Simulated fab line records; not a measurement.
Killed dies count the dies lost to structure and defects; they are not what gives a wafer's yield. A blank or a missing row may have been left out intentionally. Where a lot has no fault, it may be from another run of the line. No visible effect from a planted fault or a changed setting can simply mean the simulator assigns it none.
fab line records | flow nand-harc | part 1 of 2: steps 1 to 4 of 6
[record] lots = 22 wafers = 66 last-day = 34
route steps=1302 shown A_STAIRCASE@808 A_SLIT@939 A_WL_FILL@953
lots that met no fault: from a run of the same line without faults
start-h: hours from the record's first day to the start of the lot's first wafer shown | wait-h: how many hours have passed since the lot's step before this one | " as in the row above | L1.1+2: a single row standing in for several wafers | - no value present, or no start provided | * or withheld: withheld | < > ~ a bound
route shown NAME@n: names a module that has steps shown in the file, with the first one's number in the route | usual: the fault-free wafers' mean and standard deviation | same: alike in all rows | chamber/n: place in a boat | sites: per-site readings | _std_site: standard deviation of those values | _edge_site: mean of outer sites minus mean of inner sites | radius-mm: how far each site lies from the wafer's centre | mask NAME#n: copy n | behind: the tool/chamber that last shaped the wafer | hold: cause of the lot's hold/its duration in hours/its outcome | device: names the non-switching transistor (n, p or np) | end of line: the same wafers' tests at the end of the route | a step without rows: its recipe alone | killed: count of dies lost to structure and defects at first sort (not the wafer's yield) | map: a wafer's dies, marking killed ones x, the rest . and places with no die _
set.NAME: the run value of the setting; set.NAME@STEP: its run value at that earlier step | model.NAME: the simulator's own value behind a step, which no gauge read
one table for each step of the route and one row for each wafer, over a sample of lots
services: from which hour (start-h, from the record's first day; less than 0 if before it) a tool's chamber was out of use, for how many hours, and why
[[steps]]
[step NHARC_A_STAIRCASE_ETCH_292]
[recipe] cf4-flow-sccm = 100 chf3-flow-sccm = 30 ar-flow-sccm = 0 rf-w = 500 bias-w = 200 chemistry = CF4/CHF3
[usual] chf3-flow-sccm = 30.00/0.087 drypump-motor-current-A = 5.8/0.5 oes-product-au = 0.939/0.021 rf-vpp-V = 370.3/2.6 showerhead-plenum-p-Torr = 1.57/0.072 throttle-valve-pct = 16.802/0.0086
// columns lot.wafer tool chamber start-h wait-h chf3-flow-sccm drypump-motor-current-A oes-product-au rf-hours-counter-h rf-vpp-V showerhead-plenum-p-Torr throttle-valve-pct
L074.3 rie-diel-04 3 375.09 0.1 29.86 6.2 0.931 6 370.0 1.57 16.806
L074.2 " 0 " " 29.96 5.2 0.942 5 366.8 1.49 16.789
L074.5 " 0 " " 29.97 5.2 0.928 - 367.9 1.49 16.798
L075.1 rie-diel-04 3 384.69 0.1 29.96 6.3 0.974 10 371.4 1.57 16.797
L075.2 " 0 " " 30.20 5.2 0.973 8 367.0 1.49 16.795
L075.4 " 1 " " 30.00 5.3 0.976 6 374.8 1.68 16.808
L077.2 rie-diel-11 1 396.43 0.1 30.01 5.8 0.921 44 372.9 1.63 16.812
L077.5 " 3 " " 30.05 5.8 0.927 - 366.7 1.46 16.802
L077.6 " 0 " " 30.05 6.4 0.926 - 370.2 1.55 16.799
L078.3 rie-diel-04 2 414.82 0.1 30.00 5.7 0.905 19 369.4 1.58 16.797
L078.2 " 1 " " 30.05 5.4 0.937 17 372.6 1.68 16.807
L078.6 " 3 " " 30.06 6.3 0.924 - 371.7 1.56 16.794
L079.3 rie-diel-11 0 418.53 0.1 30.05 6.5 0.938 53 370.0 1.55 16.799
L079.1 " 2 " " 30.19 5.5 0.926 52 366.6 1.47 16.796
L079.6 " 0 " " 30.24 6.5 0.930 - 370.5 1.55 16.813
L080.2 rie-diel-04 2 436.30 0.1 30.07 5.7 0.961 27 370.4 1.58 16.794
L080.3 " 3 " " 30.00 6.2 0.965 27 370.6 1.56 16.813
L080.5 " 3 " " 29.88 6.2 0.974 - 370.1 1.56 16.815
L081.3 rie-diel-04 2 453.29 0.1 30.01 5.7 0.919 33 369.6 1.57 16.813
L081.6 " 2 " " 30.10 5.7 0.915 - 370.7 1.57 16.812
L081.5 " 3 " " 29.95 6.2 0.922 - 371.7 1.56 16.811
L082.3 rie-diel-05 1 454.73 0.1 29.99 6.6 0.919 14 369.3 1.52 16.790
L082.2 " 3 " " 30.06 5.0 0.939 12 374.1 1.70 16.802
L082.4 " 1 " " 29.94 6.6 0.927 - 368.2 1.52 16.808
L083.2 rie-diel-11 1 472.77 0.1 30.02 5.8 0.904 9 372.6 1.62 16.801
L083.5 " 0 " " 30.10 6.4 0.911 - 368.9 1.55 16.786
L083.6 " 1 " " 30.04 5.8 0.904 - 370.6 1.62 16.798
L084.1 rie-diel-04 2 479.91 0.1 30.02 5.7 0.951 39 369.7 1.57 16.804
L084.4 " 3 " " 29.92 6.2 0.977 39 369.8 1.56 16.807
L084.2 " 1 " " 30.02 5.3 0.969 39 373.7 1.68 16.802
L085.1 rie-diel-05 1 493.82 0.1 29.98 6.6 0.913 30 368.4 1.52 16.809
L085.3 " 3 " " 30.12 4.9 0.925 29 374.0 1.69 16.796
L085.6 " 1 " " 29.99 6.6 0.921 - 369.3 1.52 16.792
L086.1 rie-diel-05 0 505.73 0.1 30.02 5.5 0.928 36 371.7 1.62 16.806
L086.6 " 1 " " 29.88 6.7 0.922 - 369.0 1.52 16.807
L086.5 " 2 " " 29.83 6.3 0.941 - 369.4 1.49 16.799
L087.3 rie-diel-05 2 508.26 0.1 29.82 6.4 0.986 19 367.8 1.49 16.791
L087.4 " 0 " " 30.00 5.5 0.960 36 371.8 1.62 16.788
L087.6 " 2 " " 29.99 6.3 0.973 - 367.5 1.49 16.813
L088.3 rie-diel-04 3 516.42 0.1 30.04 6.3 0.930 49 369.3 1.56 16.819
L088.6 " 3 " " 30.05 6.2 0.940 - 369.4 1.56 16.800
L088.5 " 0 " " 29.96 5.2 0.945 - 367.0 1.48 16.808
L091.2 rie-diel-05 2 537.58 0.1 30.08 6.3 0.920 29 367.6 1.49 16.814
L091.1 " 3 " " 29.99 5.0 0.932 43 374.3 1.69 16.809
L091.3 " 1 " " 30.08 6.6 0.924 44 368.3 1.52 16.798
L090.2 rie-diel-11 2 538.44 0.3 30.06 5.5 0.929 31 367.6 1.46 16.799
L090.4 " 3 " " 30.03 5.8 0.947 27 375.3 1.69 16.788
L090.5 " 2 " " 30.09 5.6 0.935 - 366.6 1.46 16.814
L089.3 rie-diel-05 1 540.10 0.1 30.00 6.6 0.947 45 367.8 1.52 16.793
L089.4 " 0 " " 29.97 5.5 0.963 49 371.1 1.62 16.794
L089.6 " 1 " " 30.10 6.6 0.948 - 368.5 1.52 16.795
L092.6 rie-diel-04 1 558.36 0.1 30.00 5.3 0.925 - 373.6 1.67 16.819
L092.4 " 2 " " 29.94 5.7 0.924 - 369.6 1.57 16.797
L092.5 " 3 " " 30.03 6.2 0.933 - 370.1 1.55 16.813
L094.2 rie-diel-04 3 569.59 0.1 29.87 6.2 0.967 10 369.2 1.55 16.802
L094.3 " 1 " " 30.08 5.4 0.959 10 373.7 1.67 16.798
L094.1 " 2 " " 30.07 5.7 0.967 10 370.1 1.57 16.803
L095.4 rie-diel-11 0 593.85 0.1 29.94 6.5 0.926 51 369.5 1.54 16.802
L095.6 " 3 " " 30.06 5.8 0.928 - 374.0 1.69 16.792
L095.5 " 0 " " 29.96 6.4 0.927 - 369.2 1.54 16.809
L097.3 rie-diel-05 2 614.83 0.1 29.93 6.3 0.974 7 367.6 1.49 16.790
L097.2 " 1 " " 29.95 6.6 0.961 4 369.3 1.51 16.796
L097.5 " 3 " " 29.99 4.9 0.970 - 372.2 1.68 16.792
L096.3 rie-diel-04 1 618.40 0.1 30.06 5.4 0.928 27 373.6 1.66 16.800
L096.2 " 0 " " 29.90 5.2 0.930 15 368.4 1.48 16.789
L096.6 " 2 " " 30.11 5.7 0.923 - 369.0 1.56 16.790
[step NHARC_A_STAIRCASE_STRIP_475]
[recipe] time-s = 20 o2-flow-sccm = 500 ar-flow-sccm = 0 bias-w = 0 chemistry = O2
[usual] drypump-motor-current-A = 5.8/0.52 oes-product-au = 1.003/0.009 rf-vpp-V = 57.8/0.95 showerhead-plenum-p-Torr = 3.51/0.17 throttle-valve-pct = 17.036/0.0099
// columns lot.wafer tool chamber start-h wait-h drypump-motor-current-A oes-product-au rf-hours-counter-h rf-vpp-V showerhead-plenum-p-Torr throttle-valve-pct
L074.3 rie-diel-11 3 - - 5.8 1.006 35 57.6 3.28 17.046
L074.2 " 1 " " 5.8 1.002 52 58.9 3.64 17.030
L074.5 " 0 " " 6.4 1.002 - 57.8 3.48 17.047
L075.4 rie-diel-05 3 - - 5.0 0.999 10 57.7 3.80 17.057
L075.2 " 1 " " 6.6 0.989 11 57.9 3.42 17.050
L075.1 " 2 " " 6.4 0.990 8 56.6 3.36 17.045
L077.2 rie-diel-04 0 - - 5.2 1.005 33 57.5 3.34 17.047
L077.5 " 3 " " 6.3 0.997 - 57.5 3.50 17.020
L077.6 " 0 " " 5.2 1.006 - 56.9 3.34 17.038
L078.2 rie-diel-05 1 467.14 0.3 6.6 1.001 19 56.8 3.42 17.021
L078.3 " 3 " " 5.0 1.021 18 58.2 3.80 17.037
L078.6 " 1 " " 6.6 1.007 - 57.9 3.42 17.049
L079.3 rie-diel-04 3 - - 6.2 0.986 38 59.2 3.49 17.025
L079.1 " 1 " " 5.4 1.013 38 59.5 3.75 17.026
L079.6 " 3 " " 6.3 1.001 - 58.0 3.49 17.028
L080.2 rie-diel-11 0 - - 6.4 0.987 14 56.7 3.47 17.033
L080.3 " 1 " " 5.8 0.991 14 58.3 3.63 17.029
L080.5 " 1 " " 5.8 0.979 - 56.2 3.63 17.029
L081.3 rie-diel-11 3 - - 5.8 1.007 21 58.4 3.80 17.028
L081.5 " 1 " " 5.8 0.998 - 56.6 3.63 17.035
L081.6 " 2 " " 5.5 1.008 - 57.6 3.28 17.051
L082.3 rie-diel-11 1 - - 5.8 0.989 29 57.7 3.63 17.033
L082.4 " 3 " " 5.8 1.007 24 57.7 3.79 17.035
L082.2 " 0 " " 6.5 0.996 26 59.0 3.46 17.028
L083.2 rie-diel-11 3 - - 5.8 1.007 25 58.7 3.79 17.021
L083.6 " 1 " " 5.8 0.988 - 58.4 3.63 17.041
L083.5 " 2 " " 5.5 1.006 - 57.9 3.28 17.054
L084.1 rie-diel-11 1 - - 5.8 0.998 33 57.1 3.62 17.048
L084.4 " 2 " " 5.5 1.014 31 57.2 3.28 17.035
L084.2 " 3 " " 5.8 1.014 27 58.7 3.79 17.029
L085.1 rie-diel-05 2 - - 6.4 0.997 32 57.9 3.35 17.035
L085.3 " 3 " " 4.9 1.014 45 57.1 3.78 17.030
L085.6 " 2 " " 6.4 1.008 - 59.2 3.35 17.032
L087.4 rie-diel-11 2 - - 5.5 1.008 42 56.5 3.27 17.038
L087.3 " 1 " " 5.8 0.999 42 57.3 3.62 17.037
L087.6 " 3 " " 5.8 1.002 - 59.0 3.79 17.048
L086.1 rie-diel-05 1 - - 6.6 0.998 52 57.8 3.40 17.047
L086.6 " 1 " " 6.7 0.990 - 56.1 3.40 17.039
L086.5 " 2 " " 6.3 1.007 - 58.7 3.34 17.036
L088.3 rie-diel-04 1 569.08 0.2 5.4 0.996 10 59.2 3.74 17.037
L088.5 " 2 " " 5.7 0.994 - 57.6 3.51 17.034
L088.6 " 3 " " 6.3 1.006 - 56.6 3.48 17.020
L090.2 rie-diel-04 3 - - 6.2 0.998 17 57.5 3.47 17.033
L090.4 " 1 " " 5.3 0.999 18 59.5 3.73 17.041
L090.5 " 0 " " 5.2 1.004 - 55.8 3.33 17.043
L089.3 rie-diel-04 3 - - 6.2 1.016 17 58.4 3.47 17.018
L089.4 " 2 " " 5.7 1.017 17 58.4 3.51 17.044
L089.6 " 3 " " 6.3 1.014 - 57.8 3.47 17.056
L091.2 rie-diel-11 2 - - 5.6 0.999 52 56.0 3.27 17.034
L091.3 " 3 " " 5.8 1.013 49 58.1 3.78 17.042
L091.1 " 1 " " 5.8 1.001 50 59.0 3.61 17.027
L092.4 rie-diel-04 1 - - 5.4 1.009 26 58.4 3.73 17.041
L092.5 " 2 " " 5.7 1.012 - 56.4 3.50 17.045
L092.6 " 3 " " 6.3 1.012 - 58.0 3.47 17.037
L094.1 rie-diel-05 1 - - 6.7 1.002 8 58.6 3.39 17.021
L094.2 " 3 " " 4.9 1.003 15 58.1 3.77 17.035
L094.3 " 0 " " 5.5 1.017 15 57.7 3.61 17.035
L095.4 rie-diel-05 0 - - 5.5 1.015 21 58.1 3.61 17.037
L095.6 " 1 " " 6.7 1.005 - 57.7 3.39 17.037
L095.5 " 2 " " 6.3 0.996 - 57.7 3.33 17.036
L097.3 rie-diel-05 2 - - 6.3 1.012 23 57.4 3.33 17.031
L097.2 " 3 " " 5.0 1.000 31 58.0 3.76 17.036
L097.5 " 0 " " 5.5 1.013 - 59.7 3.60 17.028
L096.2 rie-diel-04 1 - - 5.4 1.011 43 58.5 3.72 17.032
L096.3 " 2 " " 5.8 1.024 44 57.9 3.49 17.035
L096.6 " 0 " " 5.2 1.011 - 59.6 3.31 17.026
[step NHARC_A_SLIT_ETCH_17]
[recipe] bias-v = 900 source-w = withheld pressure-mtorr = 20 ar-flow-sccm = 375 c4f8-flow-sccm = 83.3 o2-flow-sccm = 41.7 time-s = 4254.5 target-depth-a = 2.03e+05 chemistry = C4F8/O2/Ar
[usual] drypump-motor-current-A = 6.1/0.5 oes-air-line-au = 1.005/0.019 showerhead-plenum-p-Torr = 3.75/0.13 throttle-valve-pct = 32.045/0.0088
// columns lot.wafer tool chamber start-h wait-h drypump-motor-current-A oes-air-line-au rf-hours-counter-h showerhead-plenum-p-Torr throttle-valve-pct
L074.2 har-etch-01 0 451.21 - 6.2 1.035 248 3.65 32.046
L074.3 " 0 452.41 - 6.2 1.000 - 3.65 32.058
L074.5 " 0 453.61 - 6.2 1.010 - 3.65 32.048
L075.1 har-etch-01 0 465.77 - 6.2 0.963 260 3.65 32.047
L075.2 " 1 " " 5.3 1.033 260 3.65 32.043
L075.4 " 0 " " 6.2 0.986 - 3.65 32.044
L077.2 har-etch-02 1 468.67 - 6.2 1.017 46 3.88 32.042
L077.5 " 1 471.12 - 6.2 0.971 - 3.88 32.051
L077.6 " 0 " " 6.8 0.988 - 3.91 32.043
L078.2 har-etch-02 1 481.76 - 6.2 1.025 54 3.88 32.032
L078.3 " 1 482.96 - 6.2 1.019 - 3.88 32.040
L078.6 " 0 484.78 - 6.7 0.986 - 3.91 32.049
L079.1 har-etch-01 0 493.00 - 6.2 0.988 279 3.63 32.040
L079.3 " 0 494.20 - 6.2 0.985 - 3.64 32.039
L079.6 " 1 " " 5.3 1.039 - 3.63 32.051
L080.2 har-etch-01 1 508.08 - 5.4 0.998 283 3.63 32.059
L080.3 " 0 509.90 - 6.2 0.996 - 3.63 32.046
L080.5 " 0 511.11 - 6.2 1.003 - 3.63 32.042
L081.3 har-etch-02 1 534.80 - 6.2 0.991 - 3.86 32.041
L081.6 " 1 535.99 - 6.2 0.975 - 3.86 32.040
L081.5 " 0 " " 6.7 1.027 - 3.89 32.046
L083.2 har-etch-01 0 546.11 - 6.2 1.012 302 3.62 32.045
L083.6 " 0 548.48 - 6.2 1.003 - 3.62 32.048
L083.5 " 1 " " 5.3 1.002 - 3.62 32.040
L082.2 har-etch-02 0 549.82 - 6.8 0.992 88 3.89 32.030
L082.3 " 0 551.04 - 6.7 1.005 - 3.89 32.047
L082.4 " 1 " " 6.2 0.997 - 3.86 32.047
L084.2 har-etch-02 0 557.81 - 6.7 0.998 96 3.89 32.053
L084.1 " 1 " " 6.2 0.995 96 3.85 32.057
L084.4 " 1 559.62 - 6.2 0.985 - 3.85 32.048
L085.1 har-etch-01 1 562.37 - 5.3 1.026 317 3.61 32.047
L085.3 " 1 563.59 - 5.3 1.017 - 3.61 32.042
L085.6 " 1 564.82 - 5.3 1.001 - 3.61 32.044
L086.1 har-etch-02 0 587.62 - 6.8 1.013 111 3.88 32.058
L086.5 " 0 590.04 - 6.7 1.021 - 3.88 32.025
L086.6 " 1 " " 6.2 1.038 - 3.84 32.051
L087.4 har-etch-01 1 592.23 - 5.3 1.011 - 3.61 32.049
L087.3 " 0 " " 6.2 1.024 - 3.61 32.049
L087.6 " 1 " " 5.3 1.029 - 3.61 32.049
L088.3 har-etch-02 1 593.24 - 6.2 0.988 - 3.84 32.049
L088.5 " 0 " " 6.8 1.030 - 3.88 32.055
L088.6 " 1 " " 6.2 0.994 - 3.84 32.032
L091.1 har-etch-01 1 606.87 - 5.3 1.040 340 3.60 32.033
L091.2 " 0 " " 6.2 1.034 340 3.60 32.055
L091.3 " 1 " " 5.4 1.049 - 3.60 32.041
L089.3 har-etch-02 1 610.83 - 6.2 0.999 - 3.84 32.019
L089.4 " 0 " " 6.7 1.003 - 3.87 32.051
L089.6 " 1 " " 6.2 0.989 - 3.84 32.038
L090.2 har-etch-01 0 612.06 2.2 6.2 1.015 344 3.60 32.045
L090.4 " 1 " " 5.3 1.007 - 3.60 32.054
L090.5 " 1 613.85 2.8 5.4 0.969 - 3.60 32.040
L092.4 har-etch-02 0 632.77 - 6.7 0.988 - 3.86 32.060
L092.5 " 0 633.98 - 6.7 1.014 - 3.86 32.038
L092.6 " 1 " " 6.2 1.006 - 3.83 32.051
L094.1 har-etch-01 1 640.68 - 5.3 0.989 359 3.59 32.048
L094.2 " 0 " " 6.2 0.980 359 3.59 32.048
L094.3 " 1 " " 5.3 0.955 - 3.59 32.051
L095.4 har-etch-01 1 662.53 - 5.4 0.971 - 3.59 32.056
L095.6 " 1 663.75 - 5.3 1.011 - 3.59 32.050
L095.5 " 0 " " 6.2 1.005 - 3.59 32.043
L097.2 har-etch-02 0 686.61 - 6.7 1.027 169 3.84 32.062
L097.3 " 0 687.79 - 6.7 1.051 - 3.84 32.048
L097.5 " 1 689.57 - 6.2 0.985 - 3.81 32.061
L096.2 har-etch-02 0 695.10 - 6.7 0.967 176 3.84 32.040
L096.3 " 1 " " 6.2 1.017 - 3.81 32.046
L096.6 " 0 697.55 - 6.8 0.991 - 3.84 32.040
[step NHARC_A_WL_FILL_RTA_01]
[recipe] temp-c = 1000 time-s = 5
[usual] lamp-power-pct = 28.5/2.2 wafer_temp_C_max = 1004.7/0.97
// columns lot.wafer tool chamber start-h wait-h lamp-power-pct wafer_temp_C_max
L074.2 rtp-anneal-02 0 462.68 - 26.7 1004.4
L074.3 " 0 " " 26.8 1004.3
L074.5 " 0 " " 26.7 1003.3
L075.1 rtp-anneal-01 0 476.81 - 31.1 1005.2
L075.2 " 0 " " 31.1 1004.9
L075.4 " 0 " " 31.1 1004.3
L077.2 rtp-anneal-01 0 481.40 - 31.1 1004.7
L077.5 " 0 " " 31.1 1006.1
L077.6 " 0 " " 31.1 1004.2
L078.2 rtp-anneal-01 0 493.79 - 31.0 1005.1
L078.3 " 0 " " 31.1 1004.2
L078.6 " 0 " " 31.1 1004.5
L079.1 rtp-anneal-02 0 504.47 - 26.7 1006.2
L079.3 " 0 " " 26.7 1005.0
L079.6 " 0 " " 26.7 1003.4
L080.2 rtp-anneal-02 0 525.98 - 26.7 1003.6
L080.3 " 0 " " 26.7 1004.4
L080.5 " 0 " " 26.7 1005.6
L081.3 rtp-anneal-02 0 545.63 - 26.7 1004.1
L081.5 " 0 " " 26.7 1003.8
L081.6 " 0 " " 26.7 1004.9
L083.2 rtp-anneal-01 0 558.09 - 31.1 1006.5
L083.5 " 0 " " 31.1 1005.0
L083.6 " 0 " " 31.1 1005.6
L082.2 rtp-anneal-02 0 561.88 - 26.7 1003.4
L082.3 " 0 " " 26.8 1003.2
L082.4 " 0 " " 26.7 1004.0
L084.1 rtp-anneal-02 0 569.77 - 26.7 1005.0
L084.2 " 0 " " 26.7 1005.8
L084.4 " 0 " " 26.7 1004.4
L085.1 rtp-anneal-01 0 576.32 - 31.1 1006.0
L085.3 " 0 " " 31.1 1006.2
L085.6 " 0 " " 31.1 1006.6
L086.1 rtp-anneal-02 0 599.73 - 26.7 1005.3
L086.5 " 0 " " 26.7 1004.2
L086.6 " 0 " " 26.7 1004.0
L087.3 rtp-anneal-02 0 603.14 - 26.8 1004.5
L087.4 " 0 " " 26.7 1006.2
L087.6 " 0 " " 26.7 1005.3
L088.3 rtp-anneal-02 0 603.66 0.7 26.7 1004.1
L088.5 " 0 " " 26.6 1005.5
L088.6 " 0 " " 26.7 1003.5
L091.1 rtp-anneal-02 0 618.98 0.3 26.7 1004.6
L091.2 " 0 " " 26.7 1004.1
L091.3 " 0 " " 26.7 1005.0
L089.3 rtp-anneal-01 0 622.15 0.4 31.1 1006.1
L089.4 " 0 " " 31.2 1005.6
L089.6 " 0 " " 31.2 1003.6
L090.2 rtp-anneal-01 0 623.89 0.4 31.1 1004.4
L090.4 " 0 " " 31.1 1005.6
L090.5 " 0 " " 31.1 1004.9
L092.4 rtp-anneal-02 0 643.58 - 26.7 1004.0
L092.5 " 0 " " 26.7 1006.1
L092.6 " 0 " " 26.7 1004.0
L094.1 rtp-anneal-01 0 652.65 - 31.1 1003.9
L094.2 " 0 " " 31.1 1003.4
L094.3 " 0 " " 31.1 1004.0
L095.4 rtp-anneal-01 0 673.44 - 31.2 1004.9
L095.5 " 0 " " 31.1 1003.3
L095.6 " 0 " " 31.1 1005.0
L097.2 rtp-anneal-02 0 698.02 - 26.7 1002.2
L097.3 " 0 " " 26.7 1003.4
L097.5 " 0 " " 26.7 1004.4
L096.2 rtp-anneal-01 0 707.73 0.3 31.1 1005.0
L096.3 " 0 " " 31.2 1005.1
L096.6 " 0 " " 31.1 1007.4
